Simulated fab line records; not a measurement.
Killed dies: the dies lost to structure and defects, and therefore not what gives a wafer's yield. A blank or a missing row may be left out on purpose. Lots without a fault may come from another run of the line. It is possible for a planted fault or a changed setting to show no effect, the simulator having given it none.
Matching of chambers :: flow n5-finfet :: rie-diel-04 running N5_BEOL_M6_ETCH_66: 4 sister chambers
The step etches SOC in N2/H2, target depth 80 nm, overetch 16 nm, time 120 s. 16 wafers are shown with their chamber, then 8 later ones without.

== WAFERS, EACH WITH ITS CHAMBER ==
wafer: L079.1
chamber: 3
drypump-motor-current-A (A): 5.5
throttle-valve-pct (%): 17.76
showerhead-plenum-p-Torr (Torr): 2.60

wafer: L079.2
chamber: 2
drypump-motor-current-A (A): 5.6
throttle-valve-pct (%): 18.17
showerhead-plenum-p-Torr (Torr): 2.52

wafer: L079.3
chamber: 1
drypump-motor-current-A (A): 6.2
throttle-valve-pct (%): 17.53
showerhead-plenum-p-Torr (Torr): 2.49

wafer: L079.4
chamber: 3
drypump-motor-current-A (A): 5.5
throttle-valve-pct (%): 17.76
showerhead-plenum-p-Torr (Torr): 2.60

wafer: L079.5
chamber: 1
drypump-motor-current-A (A): 6.2
throttle-valve-pct (%): 17.56
showerhead-plenum-p-Torr (Torr): 2.49

wafer: L079.6
chamber: 2
drypump-motor-current-A (A): 5.6
throttle-valve-pct (%): 18.17
showerhead-plenum-p-Torr (Torr): 2.52

wafer: L080.1
chamber: 1
drypump-motor-current-A (A): 6.2
throttle-valve-pct (%): 17.54
showerhead-plenum-p-Torr (Torr): 2.49

wafer: L080.3
chamber: 2
drypump-motor-current-A (A): 5.6
throttle-valve-pct (%): 18.18
showerhead-plenum-p-Torr (Torr): 2.52

wafer: L080.5
chamber: 2
drypump-motor-current-A (A): 5.6
throttle-valve-pct (%): 18.17
showerhead-plenum-p-Torr (Torr): 2.52

wafer: L086.2
chamber: 1
drypump-motor-current-A (A): 6.2
throttle-valve-pct (%): 17.58
showerhead-plenum-p-Torr (Torr): 2.48

wafer: L086.3
chamber: 3
drypump-motor-current-A (A): 5.5
throttle-valve-pct (%): 17.83
showerhead-plenum-p-Torr (Torr): 2.58

wafer: L086.4
chamber: 2
drypump-motor-current-A (A): 5.6
throttle-valve-pct (%): 18.20
showerhead-plenum-p-Torr (Torr): 2.51

wafer: L090.2
chamber: 0
drypump-motor-current-A (A): 6.2
throttle-valve-pct (%): 17.62
showerhead-plenum-p-Torr (Torr): 2.59

wafer: L090.3
chamber: 2
drypump-motor-current-A (A): 5.5
throttle-valve-pct (%): 18.21
showerhead-plenum-p-Torr (Torr): 2.51

wafer: L090.6
chamber: 2
drypump-motor-current-A (A): 5.5
throttle-valve-pct (%): 18.22
showerhead-plenum-p-Torr (Torr): 2.51

wafer: L094.1
chamber: 0
drypump-motor-current-A (A): 6.2
throttle-valve-pct (%): 17.62
showerhead-plenum-p-Torr (Torr): 2.59

SIGNATURES (means of the wafers above)
reading: drypump-motor-current-A
chamber 0: 6.200
chamber 1: 6.200
chamber 2: 5.571
chamber 3: 5.500
scatter within a chamber: 0.0345

reading: throttle-valve-pct
chamber 0: 17.6200
chamber 1: 17.5525
chamber 2: 18.1886
chamber 3: 17.7833
scatter within a chamber: 0.0249

reading: showerhead-plenum-p-Torr
chamber 0: 2.5900
chamber 1: 2.4875
chamber 2: 2.5157
chamber 3: 2.5933
scatter within a chamber: 0.00654
Rule: for each reading, subtract the chamber's mean from the wafer's reading, divide by that reading's scatter and square the result; add these up over the readings and take the root, which gives the wafer's distance from the chamber. If the next closest chamber is less than 2 further off than the closest, the wafer can't be placed; otherwise it belongs to the closest. The scatter: the root of (the sum of the squares of (reading less its chamber's mean) over the shown wafers, divided by (wafers less chambers)).

== WAFERS WHOSE CHAMBER IS MISSING ==
wafer: L094.2
drypump-motor-current-A (A): 5.5
throttle-valve-pct (%): 18.22
showerhead-plenum-p-Torr (Torr): 2.50

wafer: L094.3
drypump-motor-current-A (A): 5.5
throttle-valve-pct (%): 17.85
showerhead-plenum-p-Torr (Torr): 2.58

wafer: L095.1
drypump-motor-current-A (A): 6.2
throttle-valve-pct (%): 17.62
showerhead-plenum-p-Torr (Torr): 2.47

wafer: L095.2
drypump-motor-current-A (A): 5.5
throttle-valve-pct (%): 17.85
showerhead-plenum-p-Torr (Torr): 2.58

wafer: L095.3
drypump-motor-current-A (A): 6.2
throttle-valve-pct (%): 17.63
showerhead-plenum-p-Torr (Torr): 2.58

wafer: L095.4
drypump-motor-current-A (A): 5.5
throttle-valve-pct (%): 18.25
showerhead-plenum-p-Torr (Torr): 2.50

wafer: L095.5
drypump-motor-current-A (A): 6.2
throttle-valve-pct (%): 17.61
showerhead-plenum-p-Torr (Torr): 2.47

wafer: L095.6
drypump-motor-current-A (A): 5.5
throttle-valve-pct (%): 18.24
showerhead-plenum-p-Torr (Torr): 2.50

== CHAMBER TAKEN BY EACH ==
wafer: L094.2
from the rows above: 2
in truth: 2

wafer: L094.3
from the rows above: 3
in truth: 3

wafer: L095.1
from the rows above: 1
in truth: 1

wafer: L095.2
from the rows above: 3
in truth: 3

wafer: L095.3
from the rows above: 0
in truth: 0

wafer: L095.4
from the rows above: 2
in truth: 2

wafer: L095.5
from the rows above: 1
in truth: 1

wafer: L095.6
from the rows above: 2
in truth: 2
8 of 8 placed correctly. Not placeable from these rows: 0. Wrongly placed: 0.
